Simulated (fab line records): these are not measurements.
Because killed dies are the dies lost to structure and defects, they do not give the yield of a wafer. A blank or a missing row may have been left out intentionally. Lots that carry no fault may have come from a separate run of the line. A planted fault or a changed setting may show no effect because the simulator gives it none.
fab line records | flow n5_finfet | part 2 of 2: steps 30 to 35 of 35
record lots=5 | wafers=15 | last_day=18
route steps=1938 shown BEOL_M13@1701 BEOL_M14@1716
lots with no fault: from the same line, run without faults
start_h: hours from the record's opening day to when the first of the lot's shown wafers began | wait_h: time in hours since the lot's previous step | " unchanged from the row above | L1.1+2: one row covering several wafers at once | - value missing, or start not given | * or withheld: withheld | < > ~ a bound
route shown NAME@n: names a module that has steps shown in the file, with the first one's number in the route | usual: mean and standard deviation over wafers with no fault | same: alike in all rows | chamber/n: place in a boat | sites: each site's reading | _std_site: standard deviation of those values | _edge_site: outer sites' mean less inner sites' | radius_mm: how far each site lies from the wafer's centre | mask NAME#n: copy n | behind: the tool/chamber that last shaped the wafer | hold: cause of the lot's hold/its duration in hours/its outcome | device: whichever transistor did not switch (one of n, p or np) | end of line: the route-end tests of the same wafers | step lacking rows: just its recipe | killed: the dies lost at the first sort to structure and to defects; this is not the yield of the wafer | map: the dies of a wafer, with x for killed, . for not killed, _ for no die there
set.NAME: setting as actually run; set.NAME@STEP: the setting as run at that earlier step | model.NAME: the simulator's own value behind a step, which no gauge read
lots at some steps of the route; a table a step, a row a wafer
services: when a tool's chamber went out of use (start_h, in hours from the record's first day, below 0 if earlier), for how many hours, and the reason
## steps
# step N5_BEOL_M14_ETCH_59
# recipe chemistry=N2/H2 | target=BARC | target_depth_a=890 | overetch_a=267 | time_s=67.9 | ion_energy_ev=200 | pressure_mtorr=30 | source_w=840 | bias_w=150 | n2_flow_sccm=200 | h2_flow_sccm=200
# usual drypump_motor_current_A=5.6/0.36 | oes_product_au=0.70/0.059 | rf_vpp_V=525.5/1.8 | showerhead_plenum_p_Torr=2.59/0.067 | throttle_valve_pct=17.61/0.22
lot.wafer | tool        | chamber | start_h | wait_h | drypump_motor_current_A | oes_product_au | rf_hours_counter_h | rf_vpp_V | showerhead_plenum_p_Torr | throttle_valve_pct
L074.1    | rie_diel-06 | 1       | 269.77  | 0.0    | 5.6                     | 0.67           | 113                | 523.7    | 2.55                     | 17.93
L074.3    | "           | 3       | "       | "      | 4.9                     | 0.59           | 238                | 519.7    | 2.40                     | 17.78
L074.5    | "           | 0       | "       | "      | 5.2                     | 0.75           | -                  | 526.1    | 2.57                     | 17.06
L078.2    | rie_diel-01 | 1       | 290.71  | 0.0    | 5.3                     | 0.60           | 243                | 526.7    | 2.60                     | 18.01
L078.3    | "           | 0       | "       | "      | 5.9                     | 0.71           | 58                 | 528.0    | 2.68                     | 17.37
L078.6    | "           | 2       | "       | "      | 5.9                     | 0.66           | -                  | 527.5    | 2.68                     | 17.65
L082.1    | rie_diel-01 | 0       | 330.20  | 0.0    | 5.9                     | 0.70           | 74                 | 528.5    | 2.68                     | 17.41
L082.2    | "           | 2       | "       | "      | 5.9                     | 0.66           | 117                | 526.8    | 2.67                     | 17.67
L082.4    | "           | 3       | "       | "      | 5.3                     | 0.70           | -                  | 524.5    | 2.56                     | 17.61
L084.1    | rie_diel-06 | 0       | 370.36  | 0.0    | 5.2                     | 0.71           | 70                 | 526.3    | 2.55                     | 17.14
L084.2    | "           | 1       | "       | "      | 5.6                     | 0.65           | 143                | 524.2    | 2.54                     | 17.97
L084.4    | "           | 3       | "       | "      | 5.0                     | 0.77           | 18                 | 528.6    | 2.70                     | 17.43
L090.1    | rie_diel-04 | 3       | 392.40  | 0.0    | 5.5                     | 0.68           | 85                 | 524.6    | 2.55                     | 17.40
L090.2    | "           | 2       | "       | "      | 5.9                     | 0.77           | 14                 | 523.1    | 2.48                     | 17.63
L090.3    | "           | 1       | "       | "      | 6.3                     | 0.81           | 5                  | 526.0    | 2.60                     | 17.89
# step N5_BEOL_M14_VIA_ETCH_16
# recipe chemistry=C4F8/O2/Ar | target=SiO2 | he_inner_torr=15 | he_outer_torr=30 | target_depth_a=12313 | time_s=withheld | ion_energy_ev=800 | pressure_mtorr=20 | source_w=1905 | bias_w=2040 | Ar_flow_sccm=400 | C4F8_flow_sccm=16 | O2_flow_sccm=12 | ends=cleared
# usual drypump_motor_current_A=5.6/0.35 | oes_product_au=0.74/0.067 | rf_vpp_V=2214/44 | showerhead_plenum_p_Torr=3.51/0.081 | throttle_valve_pct=30.63/0.28
lot.wafer | tool        | chamber | start_h | wait_h | drypump_motor_current_A | oes_product_au | rf_vpp_V | showerhead_plenum_p_Torr | throttle_valve_pct
L074.1    | rie_diel-06 | 1       | 269.82  | 0.0    | 5.6                     | 0.71           | 2242     | 3.45                     | 30.99
L074.3    | "           | 3       | "       | "      | 4.9                     | 0.61           | 2208     | 3.27                     | 30.72
L074.5    | "           | 0       | "       | "      | 5.2                     | 0.81           | 2269     | 3.47                     | 30.04
L078.2    | rie_diel-01 | 1       | 290.76  | 0.0    | 5.3                     | 0.64           | 2225     | 3.53                     | 31.06
L078.3    | "           | 0       | "       | "      | 5.9                     | 0.76           | 2226     | 3.65                     | 30.62
L078.6    | "           | 2       | "       | "      | 6.0                     | 0.69           | 2186     | 3.56                     | 30.31
L082.1    | rie_diel-01 | 0       | 330.25  | 0.0    | 5.9                     | 0.73           | 2224     | 3.64                     | 30.62
L082.2    | "           | 2       | "       | "      | 5.9                     | 0.68           | 2186     | 3.56                     | 30.30
L082.4    | "           | 3       | "       | "      | 5.2                     | 0.74           | 2159     | 3.49                     | 30.72
L084.1    | rie_diel-06 | 0       | 370.41  | 0.0    | 5.2                     | 0.75           | 2269     | 3.45                     | 30.04
L084.2    | "           | 1       | "       | "      | 5.6                     | 0.69           | 2240     | 3.43                     | 31.04
L084.4    | "           | 3       | "       | "      | 4.9                     | 0.81           | 2242     | 3.65                     | 30.62
L090.1    | rie_diel-04 | 3       | 392.46  | 0.0    | 5.5                     | 0.73           | 2319     | 3.48                     | 30.52
L090.2    | "           | 2       | "       | "      | 6.0                     | 0.82           | 2240     | 3.39                     | 30.79
L090.3    | "           | 1       | "       | "      | 6.2                     | 0.86           | 2214     | 3.54                     | 31.28
# step N5_BEOL_M14_STRIP_63
# recipe chemistry=O2 | power_w=600 | temp_c=60 | pressure_mtorr=30 | rf_frequency_hz=6e+07 | bias_power_w=0 | overash_fraction=0.3 | o2_flow_sccm=225
# usual drypump_motor_current_A=5.6/0.35 | oes_product_au=0.82/0.072 | rf_vpp_V=3.7/0.9 | showerhead_plenum_p_Torr=2.15/0.051 | throttle_valve_pct=16.46/0.21
lot.wafer | tool        | chamber | start_h | wait_h | drypump_motor_current_A | oes_product_au | rf_hours_counter_h | rf_vpp_V | showerhead_plenum_p_Torr | throttle_valve_pct
L074.1    | rie_diel-06 | 1       | -       | -      | 5.6                     | 0.77           | 114                | 5.0      | 2.11                     | 16.85
L074.3    | "           | 3       | "       | "      | 4.9                     | 0.68           | 238                | 3.8      | 1.97                     | 16.67
L074.5    | "           | 0       | "       | "      | 5.2                     | 0.90           | -                  | 2.8      | 2.14                     | 16.12
L078.2    | rie_diel-01 | 1       | -       | -      | 5.3                     | 0.71           | 243                | 2.4      | 2.14                     | 16.81
L078.3    | "           | 0       | "       | "      | 5.9                     | 0.84           | 58                 | 5.1      | 2.23                     | 16.24
L078.6    | "           | 2       | "       | "      | 5.9                     | 0.77           | -                  | 4.6      | 2.20                     | 16.44
L082.1    | rie_diel-01 | 0       | -       | -      | 5.9                     | 0.83           | 74                 | 1.8      | 2.22                     | 16.29
L082.2    | "           | 2       | "       | "      | 5.9                     | 0.77           | 117                | 4.0      | 2.19                     | 16.47
L082.4    | "           | 3       | "       | "      | 5.2                     | 0.83           | -                  | 2.8      | 2.12                     | 16.45
L084.1    | rie_diel-06 | 0       | -       | -      | 5.2                     | 0.85           | 70                 | 4.7      | 2.13                     | 16.16
L084.2    | "           | 1       | "       | "      | 5.6                     | 0.76           | 143                | 3.4      | 2.10                     | 16.94
L084.4    | "           | 3       | "       | "      | 4.9                     | 0.91           | 18                 | 4.3      | 2.22                     | 16.30
L090.1    | rie_diel-04 | 3       | -       | -      | 5.5                     | 0.81           | 85                 | 3.1      | 2.14                     | 16.43
L090.2    | "           | 2       | "       | "      | 6.0                     | 0.92           | 14                 | 4.2      | 2.07                     | 16.48
L090.3    | "           | 1       | "       | "      | 6.2                     | 0.95           | 5                  | 3.5      | 2.16                     | 16.80
# step N5_BEOL_M14_STRIP_64
# recipe chemistry=O2 | power_w=600 | temp_c=60 | pressure_mtorr=30 | rf_frequency_hz=6e+07 | bias_power_w=0 | overash_fraction=0.3 | o2_flow_sccm=225
# usual drypump_motor_current_A=5.6/0.36 | oes_product_au=0.82/0.073 | rf_vpp_V=3.6/0.44 | showerhead_plenum_p_Torr=2.15/0.051 | throttle_valve_pct=16.46/0.21
lot.wafer | tool        | chamber | start_h | wait_h | drypump_motor_current_A | oes_product_au | rf_hours_counter_h | rf_vpp_V | showerhead_plenum_p_Torr | throttle_valve_pct
L074.1    | rie_diel-06 | 1       | -       | -      | 5.6                     | 0.78           | 114                | 3.3      | 2.11                     | 16.86
L074.3    | "           | 3       | "       | "      | 4.9                     | 0.68           | 238                | 3.2      | 1.97                     | 16.67
L074.5    | "           | 0       | "       | "      | 5.2                     | 0.90           | -                  | 3.4      | 2.14                     | 16.12
L078.2    | rie_diel-01 | 1       | -       | -      | 5.3                     | 0.69           | 243                | 3.6      | 2.14                     | 16.82
L078.3    | "           | 0       | "       | "      | 5.9                     | 0.85           | 58                 | 4.2      | 2.23                     | 16.26
L078.6    | "           | 2       | "       | "      | 5.9                     | 0.77           | -                  | 3.2      | 2.20                     | 16.45
L082.1    | rie_diel-01 | 0       | -       | -      | 5.9                     | 0.83           | 74                 | 3.5      | 2.22                     | 16.28
L082.2    | "           | 2       | "       | "      | 5.9                     | 0.78           | 117                | 3.3      | 2.19                     | 16.47
L082.4    | "           | 3       | "       | "      | 5.2                     | 0.83           | -                  | 4.3      | 2.12                     | 16.42
L084.1    | rie_diel-06 | 0       | -       | -      | 5.2                     | 0.85           | 70                 | 3.4      | 2.13                     | 16.19
L084.2    | "           | 1       | "       | "      | 5.6                     | 0.76           | 143                | 3.7      | 2.10                     | 16.88
L084.4    | "           | 3       | "       | "      | 4.9                     | 0.90           | 18                 | 3.3      | 2.22                     | 16.30
L090.1    | rie_diel-04 | 3       | -       | -      | 5.5                     | 0.80           | 85                 | 4.2      | 2.14                     | 16.44
L090.2    | "           | 2       | "       | "      | 6.0                     | 0.91           | 14                 | 3.8      | 2.07                     | 16.50
L090.3    | "           | 1       | "       | "      | 6.3                     | 0.95           | 5                  | 3.1      | 2.16                     | 16.82
# step N5_BEOL_M14_STRIP_71
# recipe chemistry=post_etch_residue_remover | time_s=60 | temp_c=25 | remover_ph=withheld | remover_water_wt_pct=withheld | remover_fluoride_wt_pct=withheld
lot.wafer  | tool         | chamber | start_h | wait_h
L074.1+3+5 | wet_bench-06 | 5,7,2   | 270.11  | -
L078.2+3+6 | wet_bench-05 | 3,5,2   | 291.05  | -
L082.1+2+4 | wet_bench-06 | 1,3,2   | 330.54  | -
L084.1+2+4 | wet_bench-05 | 4,2,3   | 370.70  | -
L090.1+2+3 | wet_bench-06 | 2,7,3   | 392.74  | -
# step N5_BEOL_M14_SRD_72
# recipe time_s=30 | temp_c=23 | rinse_liquid=diw | dry=n2_spin | spin_rpm=1500 | dry_time_s=30
lot.wafer  | tool         | chamber | start_h | wait_h
L074.1+3+5 | wet_bench-06 | 5,7,2   | 270.13  | 0.0
L078.2+3+6 | wet_bench-05 | 3,5,2   | 291.09  | 0.0
L082.1+2+4 | wet_bench-06 | 1,3,2   | 330.56  | 0.0
L084.1+2+4 | wet_bench-05 | 4,2,3   | 370.74  | 0.0
L090.1+2+3 | wet_bench-06 | 2,7,3   | 392.76  | 0.0
## services
tool           | chamber | start_h | hours | kind
krf_scanner-02 | -       | 247.41  | 1.0   | pm
rie_diel-01    | -       | 252.18  | 2.8   | pm
ecd_cu-02      | -       | 256.43  | 1.5   | repair
krf_scanner-02 | -       | 271.57  | 0.8   | pm
krf_scanner-02 | -       | 289.44  | 2.5   | repair
pecvd-02       | -       | 297.46  | 0.3   | repair
krf_scanner-01 | -       | 321.41  | 1.0   | pm
rtp_anneal-01  | -       | 324.70  | 5.2   | pm
wet_bench-01   | -       | 334.77  | 5.5   | repair
krf_scanner-02 | -       | 335.72  | 1.3   | pm
rie_diel-04    | 1       | 338.83  | 3.5   | repair
wet_bench-02   | -       | 344.24  | 5.2   | repair
pecvd-03       | 2       | 344.90  | 2.2   | repair
cmp-04         | -       | 350.63  | 4.0   | pm
pvd_sputter-02 | -       | 351.20  | 11.7  | repair
ecd_cu-02      | -       | 352.83  | 0.2   | repair
rie_diel-06    | 1       | 354.22  | 10.2  | repair
rie_diel-01    | 0       | 354.91  | 5.7   | repair
krf_scanner-02 | -       | 356.16  | 0.2   | repair
cmp-04         | -       | 364.37  | 3.9   | pm
pecvd-02       | -       | 369.11  | 3.9   | repair
krf_scanner-02 | -       | 370.79  | 3.6   | pm
pvd_sputter-03 | -       | 378.22  | 3.7   | repair
pecvd-02       | -       | 388.53  | 28.1  | pm
